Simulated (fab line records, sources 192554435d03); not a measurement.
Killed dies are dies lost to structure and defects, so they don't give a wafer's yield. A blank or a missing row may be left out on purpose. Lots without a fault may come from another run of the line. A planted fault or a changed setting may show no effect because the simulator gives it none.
fab line records | flow n5_finfet
record lots=3 wafers=9 last_day=17
route steps=1938 shown FIN_SAQP@119 FIN_CUT@154 BEOL_M4@1111 PASSIVATION@1936
lots that met no fault: from a run of the same line without faults
start_h: hours from the record's first day to the start of the lot's first wafer shown | wait_h: hours since the lot's step before | " the same as in the row above | L1.1+2: a row that stands for several wafers | - no value, or no start given | * or withheld: withheld | < > ~ a bound
route shown NAME@n: a module of which the file shows steps, and the number in the route of the first | usual: mean/standard deviation of fault-free wafers | same: alike in all rows | chamber/n: place in a boat | sites: the reading at each site | _std_site: their standard deviation | _edge_site: outer sites' mean less inner sites' | radius_mm: how far each site lies from the wafer's centre | mask NAME#n: copy n | behind: the tool/chamber that last shaped the wafer | hold: why the lot was held/for how many hours/how that ended | device: the transistor (n, p or np) that didn't switch | end of line: the same wafers' tests at the end of the route | a step without rows: its recipe alone | killed: dies lost to structure and defects at the first sort, not the wafer's yield | map: a wafer's dies, x killed, . not, _ none there
set.NAME: the setting as run; set.NAME@STEP: as run at that earlier step | model.NAME: the simulator's own value behind a step, which no gauge read
lots at some steps of the route; a table a step, a row a wafer
services: from which hour (start_h, from the record's first day; less than 0 if before it) a tool's chamber was out of use, for how many hours, and why
## steps
# step N5_FIN_SAQP_STRIP_74
# recipe chemistry=CHF3/O2 resist=SiARC rf_frequency_hz=6e+07
# step N5_FIN_SAQP_MANDREL_ETCH_22
# recipe target_depth_a=600 chemistry=HBr/Cl2 target=a-Si stop_on=SiNx bt_time_s=10 over_etch_frac=0.5 time_s=30 pressure_mtorr=10 icp_w=800 bias_w=75 HBr_flow_sccm=150 Cl2_flow_sccm=80 ends=end_point
# step N5_FIN_SAQP_STRIP_55
# recipe chemistry=N2/H2 power_w=500 temp_c=40 pressure_mtorr=50 rf_frequency_hz=6e+07 overash_fraction=0.3 bias_power_w=28 h2_frac=0.5 n2_flow_sccm=300 h2_flow_sccm=300
# step N5_FIN_SAQP_STRIP_23
# recipe chemistry=SPM time_s=750 temp_c=130 h2so4_h2o2_vol_ratio=4
# step N5_FIN_SAQP_SRD_66
# recipe dry=ipa_marangoni time_s=30 temp_c=23 rinse_liquid=diw
# step N5_FIN_SAQP_RECESS_75
# recipe chemistry=HF/NH3 target=SiO2 target_depth_a=144 afs_cycles=3 temp_c=30 sublimation_temp_c=180 sublimation_time_s=60
# step N5_FIN_SAQP_SPACER1_ALD_24
# recipe material=SiO2 target_thk_a=203 temp_c=300 ald_precursor_family=BDEAS ald_co_reactant=O2-plasma pulse_time_s=1 purge_time_s=2 co_reactant_purge_time_s=2 ald_cycles=218 pressure_torr=2
# step N5_FIN_SAQP_SPACER1_ETCHBACK_25
# recipe chemistry=CHF3/O2 mode=anisotropic_etchback target=SiO2 target_depth_a=244 time_s=12.2 pressure_mtorr=30 source_w=650 bias_w=170 Ar_flow_sccm=200 CHF3_flow_sccm=50 O2_flow_sccm=5 ion_energy_ev=200
# step N5_FIN_SAQP_MANDREL1_REMOVE_56
# recipe chemistry=HBr/Cl2/O2 bt_time_s=10 target=a-Si stop_on=SiNx endpoint=OES-SiCl over_etch_frac=1 icp_w=600 bias_w=22 HBr_flow_sccm=150 Cl2_flow_sccm=80 O2_flow_sccm=5 pressure_mtorr=10
# step N5_FIN_SAQP_ETCH_57
# recipe chemistry=CH3F/O2 target=SiNx mask_material=SiO2 target_depth_a=325 time_s=46.4 pressure_mtorr=30 source_w=395 bias_w=73 Ar_flow_sccm=150 CH3F_flow_sccm=30 O2_flow_sccm=20 ion_energy_ev=120 ends=cleared
# step N5_FIN_SAQP_ETCH_65
# recipe chemistry=CF4 target=SiO2 target_depth_a=40 ion_energy_ev=350 time_s=4.4 pressure_mtorr=10 icp_w=800 bias_w=400 cf4_flow_sccm=80
# step N5_FIN_SAQP_MANDREL_ETCH_58
# recipe chemistry=HBr/Cl2 target=a-Si target_depth_a=450 bt_time_s=10 stop_on=SiNx mask_material=SiO2 over_etch_frac=0.8 time_s=27 pressure_mtorr=10 icp_w=800 bias_w=75 HBr_flow_sccm=150 Cl2_flow_sccm=80 ends=end_point
# usual drypump_motor_current_A=5.6/0.46 oes_product_au=0.695/0.013 throttle_valve_pct=35.50/0.25
# columns lot.wafer tool chamber start_h wait_h drypump_motor_current_A oes_product_au rf_hours_counter_h throttle_valve_pct
L551.1 rie_si-01 0 43.05 0.0 6.1 0.666 56 35.20
L551.2 " 2 " " 4.9 0.707 1 35.42
L551.6 " 0 " " 6.2 0.685 - 35.16
L553.2 rie_si-01 2 55.47 0.0 4.9 0.704 1 35.42
L553.3 " 1 " " 5.0 0.703 80 35.51
L553.5 " 0 " " 6.1 0.690 - 35.15
L567.2 rie_si-04 3 142.65 0.0 5.1 0.687 61 35.76
L567.4 " 1 " " 5.1 0.691 104 35.24
L567.6 " 2 " " 5.6 0.727 - 35.83
# step N5_FIN_SAQP_RECESS_63
# recipe chemistry=HF/NH3 target=SiO2 target_depth_a=180 afs_cycles=3 temp_c=30 sublimation_temp_c=180 sublimation_time_s=60
# step N5_FIN_SAQP_COAT_68
# recipe resist=SOC temp_c=250 time_s=60 spin_rpm=1500 resist_thk_nm=100
# step N5_FIN_SAQP_ETCH_69
# recipe chemistry=N2/H2 target=SOC target_depth_a=1500 stop_on=SiNx ion_energy_ev=100 bias_w=61 pressure_mtorr=30 source_w=850 n2_flow_sccm=200 h2_flow_sccm=200
# step N5_FIN_SAQP_ETCH_67
# recipe chemistry=CH3F/O2 target=SiNx target_depth_a=300 mask_material=SOC pressure_mtorr=30 source_w=395 bias_w=73 Ar_flow_sccm=150 CH3F_flow_sccm=30 O2_flow_sccm=20 ion_energy_ev=120
# step N5_FIN_SAQP_STRIP_70
# recipe chemistry=N2/H2 power_w=500 temp_c=40 pressure_mtorr=50 rf_frequency_hz=6e+07 overash_fraction=0.3 bias_power_w=28 h2_frac=0.5 n2_flow_sccm=300 h2_flow_sccm=300
# step N5_FIN_SAQP_RECESS_71
# recipe chemistry=HF/NH3 target=SiO2 target_depth_a=30 afs_cycles=1 temp_c=30 sublimation_temp_c=180 sublimation_time_s=60
# step N5_FIN_SAQP_SPACER2_ALD_28
# recipe material=SiO2 target_thk_a=81 temp_c=300 ald_precursor_family=BDEAS ald_co_reactant=O2-plasma pulse_time_s=1 purge_time_s=2 co_reactant_purge_time_s=2 pressure_torr=2
# step N5_FIN_SAQP_SPACER2_ETCHBACK_29
# recipe chemistry=CHF3/O2 mode=anisotropic_etchback target=SiO2 target_depth_a=122 time_s=6.1 pressure_mtorr=30 source_w=650 bias_w=170 Ar_flow_sccm=200 CHF3_flow_sccm=50 O2_flow_sccm=5 ion_energy_ev=200
# step N5_FIN_SAQP_MANDREL2_REMOVE_60
# recipe chemistry=HBr/Cl2/O2 bt_time_s=10 target=a-Si stop_on=SiNx endpoint=OES-SiCl over_etch_frac=1 icp_w=600 bias_w=22 HBr_flow_sccm=150 Cl2_flow_sccm=80 O2_flow_sccm=5 pressure_mtorr=10
# step N5_FIN_SAQP_HM_OPEN_33
# recipe chemistry=CH3F/O2 target=SiNx mask_material=SiO2 target_depth_a=494 time_s=70.6 pressure_mtorr=30 source_w=395 bias_w=73 Ar_flow_sccm=150 CH3F_flow_sccm=30 O2_flow_sccm=20 ion_energy_ev=120 ends=cleared
# step N5_FIN_SAQP_ETCH_34
# recipe chemistry=C4F6/O2 target=SiO2 target_depth_a=450 time_s=15 ion_energy_ev=250 pressure_mtorr=30 source_w=345 bias_w=185 Ar_flow_sccm=300 C4F6_flow_sccm=10 O2_flow_sccm=10 ends=cleared
# step N5_FIN_SAQP_STRIP_77
# recipe chemistry=N2/H2 time_s=90 power_w=100 temp_c=40 pressure_mtorr=100 rf_frequency_hz=6e+07 bias_power_w=3 n2_flow_sccm=300 h2_flow_sccm=300
# step N5_FIN_SAQP_ETCH_64
# recipe chemistry=CF4 target=SiO2 target_depth_a=15 ion_energy_ev=350 pressure_mtorr=10 icp_w=800 bias_w=400 cf4_flow_sccm=80
# step N5_FIN_SAQP_FIN_ETCH_36
# recipe chemistry=HBr/Cl2/O2 target_depth_a=1200 mask_material=SiNx time_s=50.4 bias_w=102 pressure_mtorr=10 icp_w=800 HBr_flow_sccm=150 Cl2_flow_sccm=80 O2_flow_sccm=12
# step N5_FIN_SAQP_PRECLEAN_38
# recipe chemistry=O3/DIW time_s=45 temp_c=22 o3_ppm=10
# step N5_FIN_SAQP_PRECLEAN_45
# recipe chemistry=dHF time_s=10 dilution=500:1 temp_c=25
# step N5_FIN_SAQP_SRD_39
# recipe dry=ipa_marangoni time_s=30 temp_c=23 rinse_liquid=diw
# step N5_FIN_SAQP_INSPECT_40
# recipe inspect_instrument=brightfield mode=aei
# usual raw_defect_count=226/65
# columns lot.wafer tool chamber start_h wait_h raw_defect_count
L551.1 defect_inspect-02 - 45.00 0.0 243
L551.2 " - " " 187
L551.6 " - " " 200
L553.2 defect_inspect-02 - 57.42 0.0 187
L553.3 " - " " 1309
L553.5 " - " " 271
L567.2 defect_inspect-01 - 144.66 0.0 177
L567.4 " - " " 250
L567.6 " - " " 224
# step N5_FIN_CUT_COAT_18
# recipe resist=SOC temp_c=250 time_s=60 spin_rpm=1500 resist_thk_nm=230
# step N5_FIN_CUT_COAT_19
# recipe resist=SiARC temp_c=220 time_s=60 spin_rpm=1500 resist_thk_nm=20
# step N5_FIN_CUT_COAT_29
# recipe resist=underlayer temp_c=205 time_s=60 spin_rpm=1500 resist_thk_nm=10
# step N5_FIN_CUT_COAT_02
# recipe resist=CAR-EUV spin_rpm=1500 resist_thk_nm=30
# step N5_FIN_CUT_EBR_04
# recipe solvent=PGMEA ebr_width_mm=1.5
# step N5_FIN_CUT_SOFTBAKE_03
# recipe temp_c=110 time_s=60 resist=CAR-EUV
# step N5_FIN_CUT_EXPOSE_05
# recipe mask_id=FIN_CUT na=0.33 source_shape=annular sigma_inner=0.35 sigma_outer=0.8 polarization=unpolarized dose_mj=45.75
# step N5_FIN_CUT_INSPECT_10
# recipe mode=adi inspect_instrument=brightfield
# usual raw_defect_count=42/12
# columns lot.wafer tool chamber start_h wait_h raw_defect_count
L551.1 defect_inspect-02 - 45.52 0.1 41
L551.2 " - " " 37
L551.6 " - " " 33
L553.2 defect_inspect-02 - 57.94 0.0 26
L553.3 " - " " 1150
L553.5 " - " " 48
L567.2 defect_inspect-01 - 145.18 0.0 32
L567.4 " - " " 37
L567.6 " - " " 30
# step N5_BEOL_M4_RC_MEAS_101
# usual DIBL_N=36.1/1.6 DIBL_P=36.6/1.9 IOFF_N=0.160/0.026 IOFF_P=0.210/0.028 ION_N=677/10 ION_P=464/6.9 SS_N=71.4/0.56 SS_P=73.3/0.61 VT_N=249.1/2.6 VT_P=-250/3.3
# columns lot.wafer tool chamber start_h wait_h DIBL_N[mV/V] DIBL_P[mV/V] IOFF_N[nA/um] IOFF_P[nA/um] ION_N[uA/um] ION_P[uA/um] SS_N[mV/dec] SS_P[mV/dec] VT_N[mV] VT_P[mV]
L551.1 prober-02 0 200.46 0.0 34.5 35.0 0.163 0.213 683 477 70.9 72.9 247.9 -247
L551.2 " 0 " " 37.0 38.2 0.209 0.258 683 471 71.7 73.3 245.0 -247
L551.6 " 0 " " 36.5 37.5 0.191 0.249 678 474 71.8 72.5 245.4 -247
L553.2 prober-02 0 212.25 0.2 36.2 36.4 0.149 0.216 669 463 70.9 73.2 248.7 -249
L553.3 " 0 " " 36.6 36.5 0.161 0.213 672 463 71.0 72.6 247.2 -249
L553.5 " 0 " " 36.6 37.5 0.152 0.228 668 469 71.4 72.8 251.5 -249
L567.2 prober-02 0 283.93 0.2 38.2 39.9 0.210 0.270 684 474 72.1 74.5 245.3 -243
L567.4 " 0 " " 34.2 35.7 0.137 0.202 670 464 70.9 72.7 249.0 -248
L567.6 " 0 " " 36.4 37.1 0.166 0.223 676 464 71.6 73.0 248.3 -245
# step N5_PASSIVATION_PROBE_49
# usual defect_limited_yield=91.3/1.5 killed_at_M0_to_M3=34/10 killed_at_M4_up=13/4.9 killed_at_contacts=13/6.1 killed_at_front_end=39/13 killed_at_other=4.1/2.7 killed_dies=103/18 killed_on_rim=13/4.3 killed_open=68/13 killed_short=32/7.6 sort_bin_5_function=5.2/1 sort_bin_6_memory=3.2/0.75 sort_n_pass=1077/18 sort_yield_pct=91.3/1.5
# same gross_dies=1180 killed_at_back_side=0 sort_bin_4_leakage[%]=0 sort_bin_8_speed[%]=0
# columns lot.wafer tool chamber start_h wait_h defect_limited_yield[%] killed_at_M0_to_M3 killed_at_M4_up killed_at_contacts killed_at_front_end killed_at_other killed_dies killed_on_rim killed_open killed_short sort_bin_5_function[%] sort_bin_6_memory[%] sort_n_pass sort_yield_pct[%]
L551.1 prober-01 - 298.05 0.0 90.8 27 12 14 55 0 108 16 67 34 5.4 3.1 1072 90.8
L551.2 prober-01 - 298.10 0.1 92.7 25 6 7 47 1 86 8 63 20 3.8 3.4 1094 92.7
L551.6 prober-01 - 298.30 0.3 92.7 26 7 18 33 2 86 13 59 26 5.0 1.9 1094 92.7
L553.2 prober-02 - 314.32 0.1 93.2 17 4 10 44 5 80 9 55 24 3.9 2.5 1100 93.2
L553.3 prober-02 - 314.37 0.1 81.9 21 10 13 167 2 213 27 60 23 10.4 4.5 967 81.9
L553.5 prober-02 - 314.47 0.2 90.3 26 12 12 64 1 115 10 74 37 5.8 3.4 1065 90.3
L567.2 prober-01 - 396.05 0.1 90.8 29 21 6 44 9 109 13 72 36 5.8 3.1 1071 90.8
L567.4 prober-01 - 396.15 0.2 92.6 26 13 4 38 6 87 7 55 32 3.7 3.3 1093 92.6
L567.6 prober-01 - 396.25 0.3 92.5 27 10 8 39 4 88 18 57 30 5.0 2.2 1092 92.5
# killed by level:class
L551.1 STI_FIN_REVEAL:geometric_particle:open=10 MOL_CONTACT_COAG:geometric_particle:open=10 DUMMY_GATE:geometric_particle:open=9 FIN_SAQP:geometric_particle:short=7 BEOL_M0_SAQP:geometric_particle:short=7 BEOL_M0_SAQP:geometric_particle:open=6 BEOL_M0:geometric_particle:open=6 FIN_SAQP:geometric_particle:open=5
L551.2 FIN_SAQP:geometric_particle:open=13 STI_FIN_REVEAL:geometric_particle:open=10 DUMMY_GATE:geometric_particle:open=8 MOL_CONTACT_COAG:geometric_particle:open=6 BEOL_M0_SAQP:geometric_particle:short=5 BEOL_M3:geometric_particle:open=5 FIN_SAQP:geometric_particle:short=3 BEOL_M4:geometric_particle:open=3
L551.6 MOL_CONTACT_COAG:geometric_particle:open=15 FIN_SAQP:geometric_particle:open=14 DUMMY_GATE:geometric_particle:open=5 BEOL_M0_SAQP:geometric_particle:short=4 BEOL_M1:geometric_particle:open=4 FIN_SAQP:geometric_particle:short=3 BEOL_M0_SAQP:geometric_particle:open=3 BEOL_M2:geometric_particle:open=3
L553.2 FIN_SAQP:geometric_particle:open=13 MOL_CONTACT_COAG:geometric_particle:open=9 FIN_SAQP:geometric_particle:short=7 STI_FIN_REVEAL:geometric_particle:open=7 BEOL_M0_SAQP:geometric_particle:open=6 BEOL_M1:geometric_particle:open=5 DUMMY_GATE:geometric_particle:open=3 STARTING-WAFER:geometric_particle:open=3
L553.3 FIN_SAQP:unspecified=127 MOL_CONTACT_COAG:geometric_particle:open=10 FIN_SAQP:geometric_particle:open=9 STI_FIN_REVEAL:geometric_particle:open=9 BEOL_M2:geometric_particle:open=7 GATE_CUT:geometric_particle:short=6 BEOL_M4:geometric_particle:open=5 FIN_SAQP:geometric_particle:short=4
L553.5 STI_FIN_REVEAL:geometric_particle:open=21 FIN_SAQP:geometric_particle:open=10 MOL_CONTACT_COAG:geometric_particle:open=8 FIN_SAQP:geometric_particle:short=6 BEOL_M2:geometric_particle:open=6 STARTING-WAFER:geometric_particle:short=6 SPACER0:geometric_particle:short=5 GATE_CUT:geometric_particle:short=5
L567.2 BEOL_M4:geometric_particle:open=15 STI_FIN_REVEAL:geometric_particle:open=14 FIN_SAQP:geometric_particle:short=8 FIN_SAQP:geometric_particle:open=8 BEOL_M0_SAQP:geometric_particle:short=8 MOL_CONTACT_COAG:geometric_particle:open=6 BEOL_M3:geometric_particle:open=6 BEOL_M0_SAQP:geometric_particle:open=5
L567.4 STI_FIN_REVEAL:geometric_particle:open=15 FIN_SAQP:geometric_particle:short=10 BEOL_M0_SAQP:geometric_particle:short=9 BEOL_M4:geometric_particle:open=7 FIN_SAQP:geometric_particle:open=6 BEOL_M0_SAQP:geometric_particle:open=6 BEOL_M1:geometric_particle:open=5 MOL_CONTACT_COAG:geometric_particle:open=3
L567.6 FIN_SAQP:geometric_particle:open=10 BEOL_M0_SAQP:geometric_particle:open=10 GATE_CUT:geometric_particle:open=7 FIN_SAQP:geometric_particle:short=6 MOL_CONTACT_COAG:geometric_particle:open=6 BEOL_M0_SAQP:geometric_particle:short=4 BEOL_M1:geometric_particle:short=4 BEOL_M4:geometric_particle:open=4
# map L553.3 (x killed, . not)
_________________............________________
______________..x...........xx.._____________
___________....x.........x.........__________
__________....................x....._________
________................x............._______
_______...........x.............x..x...______
______....xx...........x...x............_____
_____..x....x...................x........____
____.....x...x.........................x..___
___...........x..............x.............__
___....x........................xx.........__
__x.........x.........x....x..............x._
__.............................x..x........._
_......xx......x..x.................x.....x..
_..........x.x...x........x........x.........
_.........xx.............x..x................
_.........x...x...............x.x............
_....x..................xx...................
_..........x..................x.....x.....x..
_............................................
_...................x................x....x..
__...............x.........................._
__...x...x.......................x........x._
___.x..........x....x.xxx........x.....x..x__
___..x.......x.......x.x.xxx......x........__
____...........xx..xxxxxxxxx.x............___
_____.x........x.xxxxxxxxxx.x......x.....____
______..x.....x..xxxxxxxxxxxxx.x........_____
_______........xxxxxxxxxxxxxxx.........______
________........xxxxxxxxxxxxx........._______
__________......xxxxxxxxxxxxxxxx...x_________
___________....xxxxxxxxxxxxxx.x...x__________
______________x.xxxxxxxxxxxxxx.x_____________
_________________xxxxxxxxxxx.________________
# map L551.1 (x killed, . not)
_________________............________________
______________.x....x....x......_____________
___________x..................x....__________
__________.........................._________
________..........................x..._______
_______....x...........x..x............______
______.x......x................x........_____
_____.........x.............x...xx.......____
____...............xx.........x.........x.___
___.........x...........x........x.........__
___...........x...........x.........x......__
__...........x......................xx.....x_
__x.......x...........x.......x............._
_......x.........x......................x....
_x..............x......x...............x....x
_...........xx..x...x...........x............
_......x.....x...x.x...........x.............
_.....xxxx............x...................x..
_..x........x..................x...........x.
_x..............x....x...........x...........
_....x.........x.......x........x............
__.............x.....x........x............._
__.........x...........x......xx.........x.._
___x.............x....x..............x....x__
___........................x...x..x.....x..__
____.......................x..............___
_____......................x....x...x.xx.____
______.x..............x.....x.......x..._____
_______.......x...x................x...______
________......x.................xx...._______
__________......x..................._________
___________..............x.........__________
______________.x...............x_____________
_________________x...........________________
## services
# columns tool chamber start_h hours kind
rie_si-04 - 65.56 0.1 repair
rie_si-01 0 101.29 23.3 repair
## key
first_sign step=N5_FIN_SAQP_INSPECT_40 reading=raw_defect_count direction=up sigmas=17 usual=226 struck=1309
effect step=N5_FIN_CUT_INSPECT_10 reading=raw_defect_count direction=up sigmas=91 usual=42 struck=1150
effect step=N5_PASSIVATION_PROBE_49 reading=killed_at_front_end direction=up sigmas=10 usual=39 struck=167
more_kills_born_at N5_FIN_SAQP_MANDREL_ETCH_58@rie_si-01=127
met_at N5_FIN_SAQP_MANDREL_ETCH_58
struck_wafers L553.3
fault kind=chamber_particle_source tool=rie_si-01 chamber=1 onset_h=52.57 steps=N5_FIN_SAQP_MANDREL_ETCH_58 rate_per_visit_cm2=1.7926 end_h=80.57
